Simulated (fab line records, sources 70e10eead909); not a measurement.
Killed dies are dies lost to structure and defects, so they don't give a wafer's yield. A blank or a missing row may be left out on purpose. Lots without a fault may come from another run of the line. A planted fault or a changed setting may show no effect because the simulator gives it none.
fab line records | flow nand_harc
record lots=6 wafers=18 last_day=33
route steps=1302 shown A_CONTACT@1103 A_BLC@1107 END@1302
lots that met no fault: from a run of the same line without faults
start_h: hours from the record's first day to the start of the lot's first wafer shown | wait_h: hours since the lot's step before | " the same as in the row above | L1.1+2: a row that stands for several wafers | - no value, or no start given | * or withheld: withheld | < > ~ a bound
route shown NAME@n: a module of which the file shows steps, and the number in the route of the first | usual: mean/standard deviation of fault-free wafers | same: alike in all rows | chamber/n: place in a boat | sites: the reading at each site | _std_site: their standard deviation | _edge_site: outer sites' mean less inner sites' | radius_mm: how far each site lies from the wafer's centre | mask NAME#n: copy n | behind: the tool/chamber that last shaped the wafer | hold: why the lot was held/for how many hours/how that ended | device: the transistor (n, p or np) that didn't switch | end of line: the same wafers' tests at the end of the route | a step without rows: its recipe alone | killed: dies lost to structure and defects at the first sort, not the wafer's yield | map: a wafer's dies, x killed, . not, _ none there
set.NAME: the setting as run; set.NAME@STEP: as run at that earlier step | model.NAME: the simulator's own value behind a step, which no gauge read
lots at some steps of the route; a table a step, a row a wafer
services: from which hour (start_h, from the record's first day; less than 0 if before it) a tool's chamber was out of use, for how many hours, and why
## steps
# step NHARC_A_CONTACT_CMP_20
# recipe t_overpolish_s=30 target_thk_nm=300
# usual motor_current_A=11.8/0.77 overpolish_run_s=30.001/0.0091 time_to_endpoint_s=59/3.8
# columns lot.wafer tool chamber start_h wait_h motor_current_A overpolish_run_s time_to_endpoint_s
L944.2 cmp-03 0 527.98 0.8 11.5 30.013 59
L944.3 " 1 " " 12.9 29.990 54
L944.1 " 2 " " 11.7 30.017 55
L945.2 cmp-01 2 545.48 0.6 10.6 29.994 63
L945.4 " 3 " " 12.1 30.018 58
L945.3 " 1 " " 11.4 30.000 63
L953.1 cmp-03 3 629.00 1.4 11.8 30.011 59
L953.4 " 1 " " 12.1 29.993 60
L953.5 " 3 " " 12.3 30.000 59
L957.1 cmp-02 1 653.39 0.8 12.5 30.010 56
L957.3 " 2 " " 11.7 30.006 61
L957.6 " 0 " " 11.7 30.001 63
L960.3 cmp-02 2 695.96 0.9 10.4 29.999 63
L960.6 " 0 " " 11.6 30.018 67
L960.5 " 1 " " 12.4 29.996 61
L963.1 cmp-02 3 735.87 0.8 12.8 29.986 54
L963.2 " 1 " " 12.6 29.994 58
L963.6 " 3 " " 12.4 29.988 52
# step NHARC_A_CONTACT_SRD_22
# step NHARC_A_CONTACT_INSPECT_23
# usual raw_defect_count=508/130
# columns lot.wafer tool chamber start_h wait_h raw_defect_count
L944.1 defect_inspect-02 - 528.38 0.1 991
L944.2 " - " " 635
L944.3 " - " " 633
L945.2 defect_inspect-02 - 545.88 0.1 632
L945.3 " - " " 564
L945.4 " - " " 545
L953.1 defect_inspect-02 - 629.38 0.1 437
L953.4 " - " " 420
L953.5 " - " " 435
L957.1 defect_inspect-02 - 653.76 0.1 447
L957.3 " - " " 524
L957.6 " - " " 332
L960.3 defect_inspect-02 - 696.32 0.1 445
L960.5 " - " " 532
L960.6 " - " " 550
L963.1 defect_inspect-01 - 736.25 0.1 557
L963.2 " - " " 830
L963.6 " - " " 526
# step NHARC_A_BLC_DEHYDRATE_00
# recipe temp_c=150 time_s=120
# step NHARC_A_BLC_HMDS_01
# recipe time_s=30
# step NHARC_A_BLC_COAT_02
# recipe temp_c=260 time_s=75
# step NHARC_A_BLC_COAT_03
# recipe temp_c=225 time_s=65
# step NHARC_A_BLC_COAT_04
# recipe spin_rpm=1500 resist_thk_nm=90
# step NHARC_A_BLC_SOFTBAKE_05
# recipe temp_c=105 time_s=55
# step NHARC_A_BLC_EBR_06
# step NHARC_A_BLC_EXPOSE_07
# recipe na=1.35 target_cd_nm=100 dose_mj=67.97 mask_id=A_BLC
# step NHARC_A_BLC_PEB_08
# recipe peb_temp_c=100 peb_time_s=65
# usual heater_power_total_W=156.6/0.42 plate_temp_C=100.00/0.13
# columns lot.wafer tool chamber start_h wait_h heater_power_total_W plate_temp_C
L944.1 litho_track-06 0 528.69 0.1 156.0 99.91
L944.2 " 0 " " 156.7 100.14
L944.3 " 0 " " 157.2 99.93
L945.2 litho_track-04 0 546.31 0.1 157.1 100.27
L945.3 " 0 " " 156.8 100.10
L945.4 " 0 " " 157.1 100.09
L953.1 litho_track-04 0 629.80 0.1 156.1 99.94
L953.4 " 0 " " 157.0 100.04
L953.5 " 0 " " 156.2 99.88
L957.1 litho_track-04 0 654.19 0.1 157.1 100.25
L957.3 " 0 " " 156.4 100.22
L957.6 " 0 " " 156.5 100.02
L960.3 litho_track-01 0 696.74 0.0 157.1 100.12
L960.5 " 0 " " 157.1 100.10
L960.6 " 0 " " 157.0 99.94
L963.1 litho_track-06 0 736.68 0.1 156.9 100.19
L963.2 " 0 " " 156.5 99.92
L963.6 " 0 " " 157.1 100.27
# step NHARC_A_BLC_DEVELOP_09
# recipe develop_time_s=35 dev_temp_c=23
# step NHARC_A_BLC_CD_MEAS_10
# recipe target_cd_nm=100 landing_energy_ev=500
# usual cd_nm=100.2/0.82
# columns lot.wafer tool chamber start_h wait_h cd_nm
L944.1 cd_sem-02 0 528.76 - 100.2
L944.2 " 0 " " 99.2
L944.3 " 0 " " 100.9
L945.2 cd_sem-02 0 546.39 - 100.4
L945.3 " 0 " " 99.9
L945.4 " 0 " " 99.8
L953.1 cd_sem-01 0 629.88 - 101.3
L953.4 " 0 " " 101.6
L953.5 " 0 " " 100.9
L957.1 cd_sem-02 0 654.27 - 100.7
L957.3 " 0 " " 100.7
L957.6 " 0 " " 101.6
L960.3 cd_sem-02 0 696.83 - 100.2
L960.5 " 0 " " 99.8
L960.6 " 0 " " 101.1
L963.1 cd_sem-03 0 736.75 - 99.7
L963.2 " 0 " " 101.0
L963.6 " 0 " " 99.3
# step NHARC_A_BLC_OVL_MEAS_11
# usual overlay_x_nm=0.2/0.83 overlay_y_nm=0.0/0.86
# columns lot.wafer tool chamber start_h wait_h overlay_x_nm overlay_y_nm
L944.1 overlay-01 - 528.85 - -0.4 0.7
L944.2 " - " " -0.8 0.4
L944.3 " - " " -0.6 1.0
L945.2 overlay-01 - 546.48 - 1.7 -1.1
L945.3 " - " " 1.8 -1.4
L945.4 " - " " 1.0 -0.6
L953.1 overlay-02 - 629.97 - 0.8 -0.5
L953.4 " - " " 1.0 -0.2
L953.5 " - " " 1.1 0.2
L957.1 overlay-02 - 654.36 - -0.3 0.1
L957.3 " - " " -0.3 0.2
L957.6 " - " " 0.5 0.5
L960.3 overlay-01 - 696.91 - -0.6 0.0
L960.5 " - " " 0.0 -0.5
L960.6 " - " " 0.0 -0.4
L963.1 overlay-01 - 736.84 - -0.6 -1.4
L963.2 " - " " -0.7 -0.6
L963.6 " - " " -0.6 -1.0
# step NHARC_A_BLC_INSPECT_12
# usual raw_defect_count=90/37
# columns lot.wafer tool chamber start_h wait_h raw_defect_count
L944.1 defect_inspect-01 - 528.89 0.0 179
L944.2 " - " " 163
L944.3 " - " " 145
L945.2 defect_inspect-02 - 546.51 0.0 112
L945.3 " - " " 115
L945.4 " - " " 128
L953.1 defect_inspect-01 - 630.01 0.0 41
L953.4 " - " " 32
L953.5 " - " " 39
L957.1 defect_inspect-01 - 654.40 0.0 77
L957.3 " - " " 79
L957.6 " - " " 83
L960.3 defect_inspect-01 - 696.95 0.0 117
L960.5 " - " " 159
L960.6 " - " " 129
L963.1 defect_inspect-02 - 736.88 0.0 84
L963.2 " - " " 99
L963.6 " - " " 86
# step NHARC_A_BLC_DESCUM_15
# recipe time_s=3 o2_flow_sccm=200 ar_flow_sccm=0 bias_power_w=0 chemistry=O2
# usual drypump_motor_current_A=5.7/0.41 mfc_ar_sccm=0.008/0.0088 oes_product_au=1.006/0.013 rf_vpp_V=57.9/1 showerhead_plenum_p_Torr=1.92/0.077 throttle_valve_pct=11.312/0.0092
# same bias_power_w=0
# columns lot.wafer tool chamber start_h wait_h drypump_motor_current_A mfc_ar_sccm oes_product_au rf_hours_counter_h rf_vpp_V showerhead_plenum_p_Torr throttle_valve_pct model.A_BLC.cd_nm
L944.1 rie_diel-08 1 528.95 0.1 5.6 0 1.003 8 59.3 1.84 11.329 99.54
L944.3 " 3 " " 5.6 0 0.998 10 58.9 1.83 11.326 101.2
L944.2 " 0 " " 5.5 0.025 1.014 9 58.0 1.87 11.314 98.41
L945.4 rie_diel-11 1 546.57 0.1 6.3 0.000 1.002 9 58.1 1.90 11.311 98.83
L945.3 " 2 " " 5.4 0 1.026 9 58.3 2.02 11.317 100.1
L945.2 " 3 " " 6.1 0.006 1.021 8 57.3 1.94 11.296 99.86
L953.4 rie_diel-13 2 630.08 0.1 4.9 0.016 0.997 35 58.6 1.80 11.308 101.4
L953.1 " 3 " " 6.0 0.013 0.983 38 58.3 1.88 11.312 100.7
L953.5 " 2 " " 4.9 0.016 0.986 - 55.9 1.80 11.317 100.8
L957.3 rie_diel-11 2 654.46 0.1 5.4 0 0.990 3 58.4 2.02 11.324 100.3
L957.1 " 1 " " 6.3 0.000 0.994 4 58.9 1.90 11.315 99.68
L957.6 " 3 " " 6.1 0.006 1.030 - 57.9 1.94 11.305 100.8
L960.3 rie_diel-08 0 697.01 0.1 5.5 0.025 1.010 8 57.6 1.87 11.311 100.5
L960.6 " 0 " " 5.5 0.025 1.015 - 58.3 1.87 11.317 100.8
L960.5 " 1 " " 5.6 0 1.004 - 56.9 1.83 11.305 100.2
L963.2 rie_diel-11 3 736.94 0.1 6.1 0.006 1.018 10 57.2 1.94 11.310 100.2
L963.1 " 2 " " 5.4 0 0.991 10 58.8 2.02 11.307 99
L963.6 " 3 " " 6.1 0.006 1.013 - 58.8 1.94 11.325 98.49
# step NHARC_A_BLC_ETCH_16
# recipe target_depth_a=390 over_etch_frac=0.3 time_s=65 ion_energy_ev=80 cf4_flow_sccm=150 ar_flow_sccm=0 rf_w=300 bias_w=100 chemistry=CF4
# usual drypump_motor_current_A=5.7/0.41 mfc_ar_sccm=0.008/0.0085 oes_product_au=1.005/0.015 rf_vpp_V=151.2/1.1 showerhead_plenum_p_Torr=1.76/0.064 throttle_valve_pct=13.285/0.009
# columns lot.wafer tool chamber start_h wait_h drypump_motor_current_A mfc_ar_sccm oes_product_au rf_hours_counter_h rf_vpp_V showerhead_plenum_p_Torr throttle_valve_pct model.A_BLC.cd_nm
L944.1 rie_diel-08 1 529.04 0.1 5.7 0 0.991 8 149.6 1.70 13.282 99.21
L944.3 " 2 " " 5.8 0.009 0.990 10 153.3 1.89 13.284 101.5
L944.2 " 0 " " 5.5 0.025 1.015 9 150.2 1.73 13.275 98.65
L945.2 rie_diel-11 3 546.66 0.1 6.2 0.006 1.026 8 151.9 1.80 13.279 99.8
L945.4 " 0 " " 5.4 0.013 1.015 8 152.3 1.72 13.293 98.73
L945.3 " 2 " " 5.4 0 1.019 9 152.5 1.86 13.276 99.97
L953.4 rie_diel-13 2 630.15 0.1 4.9 0.016 0.995 35 148.9 1.67 13.285 101.3
L953.1 " 1 " " 6.5 0.031 1.012 33 151.5 1.87 13.291 100.8
L953.5 " 2 " " 4.9 0.016 0.994 - 151.1 1.67 13.277 100.8
L957.3 rie_diel-11 0 654.55 0.1 5.3 0.013 1.015 4 151.5 1.71 13.300 99.97
L957.1 " 1 " " 6.3 0.000 0.991 4 152.3 1.75 13.278 99.57
L957.6 " 0 " " 5.3 0.013 1.021 - 150.7 1.72 13.287 100.3
L960.3 rie_diel-08 0 697.09 0.1 5.5 0.025 1.014 8 150.8 1.73 13.271 100.7
L960.6 " 0 " " 5.5 0.025 1.009 - 149.7 1.73 13.284 101.2
L960.5 " 1 " " 5.6 0 1.010 - 150.2 1.70 13.283 100.1
L963.1 rie_diel-11 0 737.03 0.1 5.4 0.013 1.016 11 151.3 1.71 13.293 98.91
L963.2 " 1 " " 6.3 0.000 0.995 11 151.3 1.75 13.267 100.4
L963.6 " 3 " " 6.2 0.006 1.028 - 150.2 1.79 13.270 98.73
# step NHARC_A_BLC_ETCH_17
# recipe target_depth_a=3900 over_etch_frac=0.25 time_s=609.38 ion_energy_ev=200 n2_flow_sccm=150 h2_flow_sccm=150 ar_flow_sccm=0 rf_w=400 bias_w=150 chemistry=N2/H2
# usual drypump_motor_current_A=5.7/0.41 h2_flow_sccm=150.0/0.43 mfc_ar_sccm=0.008/0.0088 oes_product_au=1.006/0.013 rf_vpp_V=430.6/2.4 showerhead_plenum_p_Torr=2.04/0.084 throttle_valve_pct=14.172/0.0092
# columns lot.wafer tool chamber start_h wait_h drypump_motor_current_A h2_flow_sccm mfc_ar_sccm oes_product_au rf_hours_counter_h rf_vpp_V showerhead_plenum_p_Torr throttle_valve_pct
L944.3 rie_diel-08 1 - - 5.6 150.2 0 0.994 8 427.7 1.96 14.170
L944.1 " 3 " " 5.6 149.6 0 1.007 10 428.1 1.95 14.164
L944.2 " 0 " " 5.5 150.0 0.025 1.011 9 429.6 1.99 14.167
L945.2 rie_diel-11 0 - - 5.3 150.2 0.013 1.007 8 428.1 1.97 14.187
L945.4 " 1 " " 6.3 150.0 0.000 0.996 9 430.3 2.02 14.178
L945.3 " 2 " " 5.4 150.2 0 1.021 9 433.3 2.16 14.139
L953.1 rie_diel-13 0 - - 5.3 149.6 0.023 1.018 37 429.9 2.01 14.170
L953.4 " 2 " " 4.9 149.8 0.016 0.986 35 427.7 1.91 14.180
L953.5 " 0 " " 5.3 149.5 0.023 1.007 - 429.5 2.01 14.171
L957.1 rie_diel-11 0 - - 5.3 149.6 0.013 1.009 4 428.9 1.97 14.166
L957.3 " 1 " " 6.3 149.3 0.000 0.991 4 428.6 2.02 14.170
L957.6 " 2 " " 5.4 149.9 0 0.997 - 433.3 2.16 14.184
L960.3 rie_diel-08 1 - - 5.6 149.6 0 1.014 9 429.5 1.95 14.174
L960.6 " 2 " " 5.8 150.1 0.009 0.981 - 435.5 2.19 14.176
L960.5 " 3 " " 5.6 150.0 0 1.007 - 427.3 1.95 14.175
L963.2 rie_diel-11 1 - - 6.3 149.3 0.000 0.996 11 430.3 2.02 14.189
L963.1 " 3 " " 6.2 150.4 0.006 1.026 11 431.5 2.07 14.177
L963.6 " 1 " " 6.3 149.6 0.000 0.997 - 429.5 2.02 14.160
# step NHARC_END_SORT_01
# recipe temp_c=25
# usual killed_at_array=59/20 killed_at_other=0.8/1.1 killed_at_periphery=5/3.1 killed_dies=64/21 killed_open=3.4/1.9 killed_short=2.3/1.7
# same gross_dies=677
# columns lot.wafer tool chamber start_h wait_h killed_at_array killed_at_other killed_at_periphery killed_dies killed_open killed_short
L960.6 prober-02 0 749.80 4.0 86 2 10 98 5 1
# killed by level:class
L960.6 A_SLIT:chamber_film_flake=33 A_CHANNEL_HOLE_D2:chamber_film_flake=18 A_CHANNEL_HOLE_D1:chamber_film_flake=8 A_STAIRCASE:chamber_film_flake=6 A_WL_FILL:chamber_film_flake=6 P_CONTACT:chamber_film_flake=5 A_CONTACT:chamber_film_flake=4 A_CHANNEL_FILL_D1:chamber_film_flake=3
## services
# columns tool chamber start_h hours kind
rie_diel-13 - 519.17 9.0 pm
cmp-02 - 528.19 0.7 repair
litho_track-06 - 529.01 7.0 pm
cmp-02 - 530.33 4.0 pm
rie_diel-08 - 545.12 9.0 pm
rie_diel-13 2 547.64 2.1 repair
litho_track-04 - 553.00 7.0 pm
cmp-03 - 554.08 4.0 pm
cmp-02 - 573.74 2.4 repair
cmp-02 - 585.33 2.5 repair
cmp-03 - 609.71 3.0 repair
rie_diel-11 - 609.83 9.0 pm
cmp-02 - 628.33 4.0 pm
rie_diel-13 2 631.91 3.7 repair
cmp-02 - 642.16 2.1 repair
rie_diel-08 2 643.10 1.5 repair
cmp-03 - 650.79 1.1 repair
rie_diel-13 - 697.21 9.0 pm
rie_diel-11 2 704.37 5.1 repair
cmp-02 - 705.83 0.3 repair
rie_diel-08 - 722.12 9.0 pm
cmp-02 - 726.33 4.0 pm
litho_track-04 - 728.00 7.0 pm
cmp-02 - 737.24 1.5 repair
## key
first_sign none at tools or gauges
model_effect step=NHARC_A_BLC_DESCUM_15 value=A_BLC.cd_nm without=99.07 struck=100.6
model_effect step=NHARC_A_BLC_ETCH_16 value=A_BLC.cd_nm without=98.9 struck=100.4
met_at NHARC_A_BLC_PEB_08
struck_wafers L953.1,L953.4,L953.5,L957.1,L957.3,L957.6
tester_left_out L953,L957
onset_between 546.31 629.80
fault kind=process_parameter_drift tool=litho_track-04 chamber=- onset_h=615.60 steps=NHARC_A_BLC_PEB_08 channel=peb_time_s offset=* shape=step end_h=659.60 acts_in=* stated=*
# tester_left_out: of these lots the tester's yield and bins aren't shown, on N5 and GAA mostly nor the transistor test; their killed dies are dies lost to structure and defects alone, not to doping, threshold or leakage, so they don't give the yield
